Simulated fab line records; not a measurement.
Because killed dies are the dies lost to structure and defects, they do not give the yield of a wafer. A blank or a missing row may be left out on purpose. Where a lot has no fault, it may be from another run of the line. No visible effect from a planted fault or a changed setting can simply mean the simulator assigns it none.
fab line records / flow nandHarc
[record] lots = 13 wafers = 39 lastDay = 34
route steps=1302 shown P_M0@253 THIN_TSV@1246 END@1302
lots untouched by any fault: they come from a run of this same line in which no faults occurred
startH: hours from the record's first day to the start of the lot's first wafer shown / waitH: hours since the lot's step before / " the same as in the row above / L1.1+2: several wafers, shown together as one row / - no value present, or no start provided / * or withheld: withheld / < > ~ a bound
route shown NAME@n: names a module that has steps shown in the file, with the first one's number in the route / usual: mean and standard deviation over wafers with no fault / same: alike in all rows / chamber/n: place in a boat / sites: each site's reading / _std_site: the values' standard deviation / _edge_site: inner sites' mean taken away from outer sites' mean / radiusMm: how far each site lies from the wafer's centre / mask NAME#n: copy n / behind: the last tool/chamber to shape the wafer / hold: reason for holding the lot/hours on hold/outcome of the hold / device: which transistor (n, p or np) failed to switch / end of line: tests of these same wafers at the route's end / a step with no rows: only its recipe / killed: dies that structure and defects cost at the first sort, which is not the same as the wafer's yield / map: a wafer's dies, marking killed ones x, the rest . and places with no die _
set.NAME: the setting the step ran with; set.NAME@STEP: the setting that earlier step ran with / model.NAME: the simulator's own value behind a step, which no gauge read
steps of the route over a sample of lots; a table a step, a row a wafer
services: from which hour (startH, from the record's first day; less than 0 if before it) a tool's chamber was out of use, for how many hours, and why
[[steps]]
[step NHARC_P_M0_DEP_00]
[recipe] targetThkA = 1500 targetThkNm = 150 tempC = withheld pressureTorr = 5 flowSccm = 200 rfW = 600 material = SiOC
[usual] showerheadVppV = 1504/61
lot.wafer=L960.4 tool=pecvd-04 chamber=0 startH=114.21 waitH=0.2 showerheadVppV=1583
lot.wafer=L960.6 tool=pecvd-04 chamber=1 startH=114.21 waitH=0.2 showerheadVppV=1571
lot.wafer=L960.5 tool=pecvd-04 chamber=2 startH=114.21 waitH=0.2 showerheadVppV=1579
lot.wafer=L962.2 tool=pecvd-02 chamber=1 startH=141.59 waitH=0.1 showerheadVppV=1419
lot.wafer=L962.1 tool=pecvd-02 chamber=2 startH=141.59 waitH=0.1 showerheadVppV=1459
lot.wafer=L962.5 tool=pecvd-02 chamber=2 startH=141.59 waitH=0.1 showerheadVppV=1479
lot.wafer=L964.3 tool=pecvd-01 chamber=0 startH=163.38 waitH=0.1 showerheadVppV=1478
lot.wafer=L964.1 tool=pecvd-01 chamber=1 startH=163.38 waitH=0.1 showerheadVppV=1579
lot.wafer=L964.6 tool=pecvd-01 chamber=0 startH=163.38 waitH=0.1 showerheadVppV=1510
lot.wafer=L965.1 tool=pecvd-02 chamber=0 startH=168.05 waitH=0.1 showerheadVppV=1506
lot.wafer=L965.3 tool=pecvd-02 chamber=1 startH=168.05 waitH=0.1 showerheadVppV=1437
lot.wafer=L965.5 tool=pecvd-02 chamber=1 startH=168.05 waitH=0.1 showerheadVppV=1413
lot.wafer=L968.2 tool=pecvd-02 chamber=0 startH=200.40 waitH=0.2 showerheadVppV=1467
lot.wafer=L968.5 tool=pecvd-02 chamber=1 startH=200.40 waitH=0.2 showerheadVppV=1419
lot.wafer=L968.4 tool=pecvd-02 chamber=2 startH=200.40 waitH=0.2 showerheadVppV=1490
lot.wafer=L970.2 tool=pecvd-02 chamber=2 startH=226.00 waitH=0.1 showerheadVppV=1480
lot.wafer=L970.6 tool=pecvd-02 chamber=2 startH=226.00 waitH=0.1 showerheadVppV=1515
lot.wafer=L970.5 tool=pecvd-02 chamber=1 startH=226.00 waitH=0.1 showerheadVppV=1402
lot.wafer=L971.3 tool=pecvd-04 chamber=0 startH=228.55 waitH=0.1 showerheadVppV=1625
lot.wafer=L971.5 tool=pecvd-04 chamber=0 startH=228.55 waitH=0.1 showerheadVppV=1614
lot.wafer=L971.6 tool=pecvd-04 chamber=2 startH=228.55 waitH=0.1 showerheadVppV=1551
lot.wafer=L976.2 tool=pecvd-01 chamber=0 startH=282.90 waitH=0.1 showerheadVppV=1460
lot.wafer=L976.1 tool=pecvd-01 chamber=1 startH=282.90 waitH=0.1 showerheadVppV=1589
lot.wafer=L976.6 tool=pecvd-01 chamber=1 startH=282.90 waitH=0.1 showerheadVppV=1567
lot.wafer=L978.2 tool=pecvd-01 chamber=2 startH=303.24 waitH=0.1 showerheadVppV=1454
lot.wafer=L978.3 tool=pecvd-01 chamber=0 startH=303.24 waitH=0.1 showerheadVppV=1479
lot.wafer=L978.4 tool=pecvd-01 chamber=0 startH=303.24 waitH=0.1 showerheadVppV=1492
lot.wafer=L979.2 tool=pecvd-02 chamber=2 startH=316.34 waitH=0.1 showerheadVppV=1488
lot.wafer=L979.6 tool=pecvd-02 chamber=2 startH=316.34 waitH=0.1 showerheadVppV=1480
lot.wafer=L979.5 tool=pecvd-02 chamber=0 startH=316.34 waitH=0.1 showerheadVppV=1445
lot.wafer=L980.2 tool=pecvd-02 chamber=1 startH=320.35 waitH=0.1 showerheadVppV=1426
lot.wafer=L980.4 tool=pecvd-02 chamber=0 startH=320.35 waitH=0.1 showerheadVppV=1517
lot.wafer=L980.5 tool=pecvd-02 chamber=2 startH=320.35 waitH=0.1 showerheadVppV=1475
lot.wafer=L982.3 tool=pecvd-02 chamber=2 startH=341.00 waitH=0.1 showerheadVppV=1478
lot.wafer=L982.1 tool=pecvd-02 chamber=0 startH=341.00 waitH=0.1 showerheadVppV=1495
lot.wafer=L982.2 tool=pecvd-02 chamber=1 startH=341.00 waitH=0.1 showerheadVppV=1412
lot.wafer=L983.2 tool=pecvd-01 chamber=2 startH=344.97 waitH=0.1 showerheadVppV=1448
lot.wafer=L983.1 tool=pecvd-01 chamber=0 startH=344.97 waitH=0.1 showerheadVppV=1504
lot.wafer=L983.3 tool=pecvd-01 chamber=1 startH=344.97 waitH=0.1 showerheadVppV=1550
[step NHARC_THIN_TSV_THK_MEAS_02]
[recipe] thkMeasGauge = ir
[usual] thkNm = 3006/200
lot.wafer=L960.4 tool=filmMetro-02 chamber=- startH=540.90 waitH=- thkNm=2739
lot.wafer=L960.5 tool=filmMetro-02 chamber=- startH=540.90 waitH=- thkNm=3248
lot.wafer=L960.6 tool=filmMetro-02 chamber=- startH=540.90 waitH=- thkNm=3117
lot.wafer=L962.1 tool=filmMetro-02 chamber=- startH=555.73 waitH=0.2 thkNm=3472
lot.wafer=L962.2 tool=filmMetro-02 chamber=- startH=555.73 waitH=0.2 thkNm=3429
lot.wafer=L962.5 tool=filmMetro-02 chamber=- startH=555.73 waitH=0.2 thkNm=3002
lot.wafer=L964.1 tool=filmMetro-02 chamber=- startH=568.89 waitH=- thkNm=3055
lot.wafer=L964.3 tool=filmMetro-02 chamber=- startH=568.89 waitH=- thkNm=2816
lot.wafer=L964.6 tool=filmMetro-02 chamber=- startH=568.89 waitH=- thkNm=3403
lot.wafer=L965.1 tool=filmMetro-01 chamber=- startH=577.92 waitH=0.2 thkNm=2785
lot.wafer=L965.3 tool=filmMetro-01 chamber=- startH=577.92 waitH=0.2 thkNm=2655
lot.wafer=L965.5 tool=filmMetro-01 chamber=- startH=577.92 waitH=0.2 thkNm=2994
lot.wafer=L968.2 tool=filmMetro-02 chamber=- startH=629.37 waitH=- thkNm=2852
lot.wafer=L968.4 tool=filmMetro-02 chamber=- startH=629.37 waitH=- thkNm=2712
lot.wafer=L970.2 tool=filmMetro-02 chamber=- startH=641.90 waitH=- thkNm=2885
lot.wafer=L970.6 tool=filmMetro-02 chamber=- startH=641.90 waitH=- thkNm=3066
lot.wafer=L971.3 tool=filmMetro-02 chamber=- startH=643.11 waitH=0.2 thkNm=2983
lot.wafer=L971.5 tool=filmMetro-02 chamber=- startH=643.11 waitH=0.2 thkNm=2918
lot.wafer=L971.6 tool=filmMetro-02 chamber=- startH=643.11 waitH=0.2 thkNm=2857
lot.wafer=L976.1 tool=filmMetro-02 chamber=- startH=692.16 waitH=- thkNm=3035
lot.wafer=L976.2 tool=filmMetro-02 chamber=- startH=692.16 waitH=- thkNm=2976
lot.wafer=L976.6 tool=filmMetro-02 chamber=- startH=692.16 waitH=- thkNm=3068
lot.wafer=L978.2 tool=filmMetro-02 chamber=- startH=714.59 waitH=0.2 thkNm=3029
lot.wafer=L978.3 tool=filmMetro-02 chamber=- startH=714.59 waitH=0.2 thkNm=3218
lot.wafer=L978.4 tool=filmMetro-02 chamber=- startH=714.59 waitH=0.2 thkNm=2662
lot.wafer=L979.2 tool=filmMetro-01 chamber=- startH=746.67 waitH=- thkNm=3049
lot.wafer=L979.5 tool=filmMetro-01 chamber=- startH=746.67 waitH=- thkNm=3235
lot.wafer=L979.6 tool=filmMetro-01 chamber=- startH=746.67 waitH=- thkNm=2807
lot.wafer=L980.2 tool=filmMetro-02 chamber=- startH=747.88 waitH=- thkNm=3082
lot.wafer=L980.4 tool=filmMetro-02 chamber=- startH=747.88 waitH=- thkNm=3042
lot.wafer=L980.5 tool=filmMetro-02 chamber=- startH=747.88 waitH=- thkNm=3172
lot.wafer=L982.1 tool=filmMetro-02 chamber=- startH=763.80 waitH=0.2 thkNm=2937
lot.wafer=L982.2 tool=filmMetro-02 chamber=- startH=763.80 waitH=0.2 thkNm=3106
lot.wafer=L982.3 tool=filmMetro-02 chamber=- startH=763.80 waitH=0.2 thkNm=3146
lot.wafer=L983.1 tool=filmMetro-01 chamber=- startH=798.15 waitH=0.2 thkNm=3125
lot.wafer=L983.2 tool=filmMetro-01 chamber=- startH=798.15 waitH=0.2 thkNm=3386
lot.wafer=L983.3 tool=filmMetro-01 chamber=- startH=798.15 waitH=0.2 thkNm=3106
[step NHARC_THIN_TSV_CD_MEAS_12]
[recipe] targetCdNm = 1000 landingEnergyEv = 500
[usual] cdNm = 999.4/2
lot.wafer=L960.4 tool=cdSem-01 chamber=0 startH=541.83 waitH=- cdNm=997.9
lot.wafer=L960.5 tool=cdSem-01 chamber=0 startH=541.83 waitH=- cdNm=996.0
lot.wafer=L960.6 tool=cdSem-01 chamber=0 startH=541.83 waitH=- cdNm=995.5
lot.wafer=L962.1 tool=cdSem-03 chamber=0 startH=556.76 waitH=- cdNm=997.7
lot.wafer=L962.2 tool=cdSem-03 chamber=0 startH=556.76 waitH=- cdNm=1002.0
lot.wafer=L962.5 tool=cdSem-03 chamber=0 startH=556.76 waitH=- cdNm=997.9
lot.wafer=L964.1 tool=cdSem-01 chamber=0 startH=569.82 waitH=- cdNm=1001.3
lot.wafer=L964.3 tool=cdSem-01 chamber=0 startH=569.82 waitH=- cdNm=998.2
lot.wafer=L964.6 tool=cdSem-01 chamber=0 startH=569.82 waitH=- cdNm=1001.0
lot.wafer=L965.1 tool=cdSem-01 chamber=0 startH=578.85 waitH=- cdNm=1001.7
lot.wafer=L965.3 tool=cdSem-01 chamber=0 startH=578.85 waitH=- cdNm=999.2
lot.wafer=L965.5 tool=cdSem-01 chamber=0 startH=578.85 waitH=- cdNm=1002.0
lot.wafer=L968.2 tool=cdSem-03 chamber=0 startH=630.43 waitH=- cdNm=995.5
lot.wafer=L968.4 tool=cdSem-03 chamber=0 startH=630.43 waitH=- cdNm=998.1
lot.wafer=L970.2 tool=cdSem-02 chamber=0 startH=643.40 waitH=- cdNm=996.2
lot.wafer=L970.6 tool=cdSem-02 chamber=0 startH=643.40 waitH=- cdNm=998.7
lot.wafer=L971.3 tool=cdSem-02 chamber=0 startH=644.03 waitH=- cdNm=1002.8
lot.wafer=L971.5 tool=cdSem-02 chamber=0 startH=644.03 waitH=- cdNm=1001.1
lot.wafer=L971.6 tool=cdSem-02 chamber=0 startH=644.03 waitH=- cdNm=999.1
lot.wafer=L976.1 tool=cdSem-02 chamber=0 startH=693.21 waitH=- cdNm=999.7
lot.wafer=L976.2 tool=cdSem-02 chamber=0 startH=693.21 waitH=- cdNm=1000.8
lot.wafer=L976.6 tool=cdSem-02 chamber=0 startH=693.21 waitH=- cdNm=1001.0
lot.wafer=L978.2 tool=cdSem-03 chamber=0 startH=715.64 waitH=- cdNm=1000.8
lot.wafer=L978.3 tool=cdSem-03 chamber=0 startH=715.64 waitH=- cdNm=1000.8
lot.wafer=L978.4 tool=cdSem-03 chamber=0 startH=715.64 waitH=- cdNm=1002.2
lot.wafer=L979.2 tool=cdSem-03 chamber=0 startH=747.72 waitH=- cdNm=996.0
lot.wafer=L979.5 tool=cdSem-03 chamber=0 startH=747.72 waitH=- cdNm=997.2
lot.wafer=L979.6 tool=cdSem-03 chamber=0 startH=747.72 waitH=- cdNm=998.0
lot.wafer=L980.2 tool=cdSem-01 chamber=0 startH=748.93 waitH=- cdNm=997.4
lot.wafer=L980.4 tool=cdSem-01 chamber=0 startH=748.93 waitH=- cdNm=996.5
lot.wafer=L980.5 tool=cdSem-01 chamber=0 startH=748.93 waitH=- cdNm=999.2
lot.wafer=L982.1 tool=cdSem-03 chamber=0 startH=764.99 waitH=- cdNm=1001.8
lot.wafer=L982.2 tool=cdSem-03 chamber=0 startH=764.99 waitH=- cdNm=1000.6
lot.wafer=L982.3 tool=cdSem-03 chamber=0 startH=764.99 waitH=- cdNm=1001.6
lot.wafer=L983.1 tool=cdSem-02 chamber=0 startH=799.07 waitH=- cdNm=1001.3
lot.wafer=L983.2 tool=cdSem-02 chamber=0 startH=799.07 waitH=- cdNm=999.8
lot.wafer=L983.3 tool=cdSem-02 chamber=0 startH=799.07 waitH=- cdNm=1003.6
[step NHARC_THIN_TSV_CD_MEAS_16]
[usual] cdNm = 999.4/2.1
lot.wafer=L960.4 tool=cdSem-02 chamber=- startH=542.78 waitH=0.1 cdNm=998.8
lot.wafer=L960.5 tool=cdSem-02 chamber=- startH=542.78 waitH=0.1 cdNm=996.9
lot.wafer=L960.6 tool=cdSem-02 chamber=- startH=542.78 waitH=0.1 cdNm=995.9
lot.wafer=L962.1 tool=cdSem-03 chamber=- startH=557.74 waitH=0.1 cdNm=997.6
lot.wafer=L962.2 tool=cdSem-03 chamber=- startH=557.74 waitH=0.1 cdNm=1002.2
lot.wafer=L962.5 tool=cdSem-03 chamber=- startH=557.74 waitH=0.1 cdNm=997.3
lot.wafer=L964.1 tool=cdSem-01 chamber=- startH=570.78 waitH=0.1 cdNm=1001.5
lot.wafer=L964.3 tool=cdSem-01 chamber=- startH=570.78 waitH=0.1 cdNm=997.2
lot.wafer=L964.6 tool=cdSem-01 chamber=- startH=570.78 waitH=0.1 cdNm=1000.3
lot.wafer=L965.1 tool=cdSem-03 chamber=- startH=579.81 waitH=0.1 cdNm=1001.0
lot.wafer=L965.3 tool=cdSem-03 chamber=- startH=579.81 waitH=0.1 cdNm=997.9
lot.wafer=L965.5 tool=cdSem-03 chamber=- startH=579.81 waitH=0.1 cdNm=1002.2
lot.wafer=L968.2 tool=cdSem-03 chamber=- startH=631.39 waitH=0.1 cdNm=995.4
lot.wafer=L968.4 tool=cdSem-03 chamber=- startH=631.39 waitH=0.1 cdNm=998.2
lot.wafer=L970.2 tool=cdSem-01 chamber=- startH=644.37 waitH=0.1 cdNm=996.4
lot.wafer=L970.6 tool=cdSem-01 chamber=- startH=644.37 waitH=0.1 cdNm=998.6
lot.wafer=L971.3 tool=cdSem-02 chamber=- startH=644.99 waitH=0.1 cdNm=1002.7
lot.wafer=L971.5 tool=cdSem-02 chamber=- startH=644.99 waitH=0.1 cdNm=1001.2
lot.wafer=L971.6 tool=cdSem-02 chamber=- startH=644.99 waitH=0.1 cdNm=999.9
lot.wafer=L976.1 tool=cdSem-02 chamber=- startH=694.17 waitH=0.1 cdNm=1000.5
lot.wafer=L976.2 tool=cdSem-02 chamber=- startH=694.17 waitH=0.1 cdNm=1000.9
lot.wafer=L976.6 tool=cdSem-02 chamber=- startH=694.17 waitH=0.1 cdNm=1001.6
lot.wafer=L978.2 tool=cdSem-01 chamber=- startH=716.60 waitH=0.1 cdNm=999.9
lot.wafer=L978.3 tool=cdSem-01 chamber=- startH=716.60 waitH=0.1 cdNm=1000.1
lot.wafer=L978.4 tool=cdSem-01 chamber=- startH=716.60 waitH=0.1 cdNm=1002.6
lot.wafer=L979.2 tool=cdSem-02 chamber=- startH=748.68 waitH=0.1 cdNm=995.4
lot.wafer=L979.5 tool=cdSem-02 chamber=- startH=748.68 waitH=0.1 cdNm=996.1
lot.wafer=L979.6 tool=cdSem-02 chamber=- startH=748.68 waitH=0.1 cdNm=998.0
lot.wafer=L980.2 tool=cdSem-01 chamber=- startH=749.89 waitH=0.1 cdNm=997.1
lot.wafer=L980.4 tool=cdSem-01 chamber=- startH=749.89 waitH=0.1 cdNm=996.3
lot.wafer=L980.5 tool=cdSem-01 chamber=- startH=749.89 waitH=0.1 cdNm=998.2
lot.wafer=L982.1 tool=cdSem-03 chamber=- startH=765.96 waitH=0.1 cdNm=1002.5
lot.wafer=L982.2 tool=cdSem-03 chamber=- startH=765.96 waitH=0.1 cdNm=1001.6
lot.wafer=L982.3 tool=cdSem-03 chamber=- startH=765.96 waitH=0.1 cdNm=1001.8
lot.wafer=L983.1 tool=cdSem-03 chamber=- startH=800.08 waitH=0.1 cdNm=1002.0
lot.wafer=L983.2 tool=cdSem-03 chamber=- startH=800.08 waitH=0.1 cdNm=1000.5
lot.wafer=L983.3 tool=cdSem-03 chamber=- startH=800.08 waitH=0.1 cdNm=1004.0
[step NHARC_END_SORT_01]
[recipe] tempC = 25
[usual] defectLimitedYield = 91.6/2.8 killedAtArray = 52/18 killedAtOther = 0.6/0.83 killedAtPeriphery = 4.3/2.8 killedDies = 57/19 killedOpen = 3.4/2 killedShort = 2.5/1.7 sort_bin_2_pct = 3.0/1.1 sort_bin_3_pct = 0.6/0.41 sort_bin_4_pct = 4.7/1.6 sortNPass = 620/19 sortRimYieldPct = 91/3.7 sortYieldPct = 91.6/2.8
[same] grossDies = 677 sort_bin_5_pct[%] = 0 sort_bin_6_pct[%] = 0 sort_bin_7_pct[%] = 0 sort_bin_8_pct[%] = 0 sortRimNGross = 106.00
lot.wafer=L968.2 tool=prober-02 chamber=0 startH=646.41 waitH=2.8 defectLimitedYield[%]=90.0 killedAtArray=66 killedAtOther=1 killedAtPeriphery=1 killedDies=68 killedOpen=4 killedShort=2 sort_bin_2_pct[%]=4.0 sort_bin_3_pct[%]=0.9 sort_bin_4_pct[%]=5.2 sortNPass=609 sortRimYieldPct[%]=93 sortYieldPct[%]=90.0
lot.wafer=L968.4 tool=prober-02 chamber=0 startH=647.98 waitH=3.4 defectLimitedYield[%]=91.3 killedAtArray=55 killedAtOther=1 killedAtPeriphery=3 killedDies=59 killedOpen=6 killedShort=4 sort_bin_2_pct[%]=3.7 sort_bin_3_pct[%]=0.9 sort_bin_4_pct[%]=4.1 sortNPass=618 sortRimYieldPct[%]=88 sortYieldPct[%]=91.3
lot.wafer=L968.5 tool=prober-02 chamber=0 startH=648.76 waitH=3.6 defectLimitedYield[%]=0 killedAtArray=66 killedAtOther=2 killedAtPeriphery=609 killedDies=677 killedOpen=4 killedShort=2 sort_bin_2_pct[%]=93.2 sort_bin_3_pct[%]=0.1 sort_bin_4_pct[%]=6.6 sortNPass=0 sortRimYieldPct[%]=0 sortYieldPct[%]=0
lot.wafer=L970.2 tool=prober-01 chamber=0 startH=659.23 waitH=2.8 defectLimitedYield[%]=95.6 killedAtArray=23 killedAtOther=4 killedAtPeriphery=3 killedDies=30 killedOpen=8 killedShort=3 sort_bin_2_pct[%]=1.2 sort_bin_3_pct[%]=0.3 sort_bin_4_pct[%]=3.0 sortNPass=647 sortRimYieldPct[%]=94 sortYieldPct[%]=95.6
lot.wafer=L970.5 tool=prober-01 chamber=0 startH=661.62 waitH=3.7 defectLimitedYield[%]=0 killedAtArray=16 killedAtOther=0 killedAtPeriphery=661 killedDies=677 killedOpen=1 killedShort=5 sort_bin_2_pct[%]=97.9 sort_bin_3_pct[%]=0.4 sort_bin_4_pct[%]=1.6 sortNPass=0 sortRimYieldPct[%]=0 sortYieldPct[%]=0
lot.wafer=L970.6 tool=prober-01 chamber=0 startH=662.42 waitH=4.0 defectLimitedYield[%]=95.9 killedAtArray=25 killedAtOther=1 killedAtPeriphery=2 killedDies=28 killedOpen=4 killedShort=6 sort_bin_2_pct[%]=2.1 sort_bin_3_pct[%]=0 sort_bin_4_pct[%]=2.1 sortNPass=649 sortRimYieldPct[%]=95 sortYieldPct[%]=95.9
// killed by level:class
L968.2 A_CHANNEL_HOLE_D2:chamberFilmFlake=32 A_SLIT:chamberFilmFlake=18 A_CONTACT:chamberFilmFlake=7 A_CHANNEL_HOLE_D1:chamberFilmFlake=3 A_CHANNEL_HOLE_D2:geometricParticle:open=2 P_GATE:geometricParticle:open=1 A_ONON_D1:geometricParticle:short=1 A_SGD_CUT:geometricParticle:open=1
L968.4 A_CHANNEL_HOLE_D2:chamberFilmFlake=29 A_SLIT:chamberFilmFlake=14 A_CONTACT:chamberFilmFlake=5 P_CONTACT:geometricParticle:open=2 A_ONON_D2:geometricParticle:open=2 P_M0:geometricParticle:short=1 A_ONON_D1:geometricParticle:short=1 A_STAIRCASE:geometricParticle:short=1
L968.5 P_M0:areaDep=608 A_CHANNEL_HOLE_D2:chamberFilmFlake=38 A_SLIT:chamberFilmFlake=15 A_CONTACT:chamberFilmFlake=4 A_CHANNEL_HOLE_D1:chamberFilmFlake=3 A_ONON_D1:geometricParticle:open=2 THIN_TSV:chamberFilmFlake=2 P_GATE:geometricParticle:open=1
L970.2 A_CHANNEL_HOLE_D1:chamberFilmFlake=4 A_CHANNEL_HOLE_D2:chamberFilmFlake=4 THIN_TSV:chamberFilmFlake=4 A_CONTACT:chamberFilmFlake=3 A_ONON_D1:geometricParticle:open=2 P_CONTACT:geometricParticle:short=1 A_CHANNEL_HOLE_D1:geometricParticle:open=1 A_CHANNEL_FILL_D1:geometricParticle:open=1
L970.5 P_M0:areaDep=660 A_CHANNEL_HOLE_D1:chamberFilmFlake=5 A_CHANNEL_FILL_D2:geometricParticle:short=2 A_STAIRCASE:chamberFilmFlake=2 A_CONTACT:chamberFilmFlake=2 A_CHANNEL_FILL_D1:geometricParticle:short=1 A_ONON_D2:geometricParticle:open=1 A_CHANNEL_HOLE_D2:geometricParticle:short=1
L970.6 A_CHANNEL_HOLE_D1:chamberFilmFlake=5 A_CONTACT:chamberFilmFlake=5 A_SLIT:chamberFilmFlake=3 A_ONON_D2:geometricParticle:short=2 A_CHANNEL_FILL_D1:chamberFilmFlake=2 P_M2:geometricParticle:open=1 A_ONON_D1:geometricParticle:short=1 A_CHANNEL_HOLE_D1:geometricParticle:open=1
[[services]]
tool=pecvd-02 chamber=- startH=99.31 hours=1.7 kind=repair
tool=pecvd-01 chamber=- startH=130.00 hours=13.0 kind=pm
tool=pecvd-01 chamber=0 startH=130.00 hours=13.0 kind=ventCycle
tool=pecvd-01 chamber=1 startH=130.00 hours=13.0 kind=ventCycle
tool=pecvd-01 chamber=2 startH=130.00 hours=13.0 kind=ventCycle
tool=pecvd-01 chamber=0 startH=143.00 hours=- kind=clean
tool=pecvd-01 chamber=1 startH=143.00 hours=- kind=clean
tool=pecvd-01 chamber=2 startH=143.00 hours=- kind=clean
tool=pecvd-04 chamber=1 startH=174.83 hours=7.5 kind=repair
tool=pecvd-02 chamber=- startH=227.06 hours=13.0 kind=pm
tool=pecvd-02 chamber=0 startH=227.06 hours=13.0 kind=ventCycle
tool=pecvd-02 chamber=1 startH=227.06 hours=33.1 kind=ventCycle
tool=pecvd-02 chamber=2 startH=227.06 hours=13.0 kind=ventCycle
tool=pecvd-02 chamber=0 startH=240.06 hours=- kind=clean
tool=pecvd-02 chamber=2 startH=240.06 hours=- kind=clean
tool=pecvd-01 chamber=1 startH=253.20 hours=4.9 kind=repair
tool=pecvd-04 chamber=- startH=269.23 hours=13.0 kind=pm
tool=pecvd-01 chamber=- startH=311.00 hours=13.0 kind=pm
tool=pecvd-01 chamber=0 startH=311.00 hours=13.0 kind=ventCycle
tool=pecvd-01 chamber=1 startH=311.00 hours=13.0 kind=ventCycle
tool=pecvd-01 chamber=2 startH=311.00 hours=13.0 kind=ventCycle
tool=pecvd-01 chamber=0 startH=324.00 hours=- kind=clean
tool=pecvd-01 chamber=1 startH=324.00 hours=- kind=clean
tool=pecvd-01 chamber=2 startH=324.00 hours=- kind=clean
[[key]]
[firstSign] step = NHARC_END_SORT_01 reading = killedAtPeriphery direction = up sigmas = 99+ usual = 4.3 struck = 635
[effect] step = NHARC_END_SORT_01 reading = sort_bin_2_pct direction = up sigmas = 82 usual = 3.0 struck = 95.6
[moreKillsBornAt] NHARC_P_M0_DEP_00@pecvd-02 = 1268
metAt NHARC_P_M0_DEP_00
struckLots L968,L970
struckWafers L968.5,L970.5
laterRowsLeftOut L968.5,L970.5
notActingAt NHARC_THIN_TSV_THK_MEAS_02,NHARC_THIN_TSV_CD_MEAS_12,NHARC_THIN_TSV_CD_MEAS_16
onsetBetween 168.05 200.40
[fault] kind = processParameterDrift tool = pecvd-02 chamber = 1 onsetH = 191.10 steps = NHARC_P_M0_DEP_00 channel = targetThkNm offset = 63.442 shape = step endH = 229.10 actsIn = theseRecipesOnly stated = 150
// laterRowsLeftOut: the simulator's readings of these wafers behind a module that went badly wrong aren't trusted and aren't shown, but for the sort
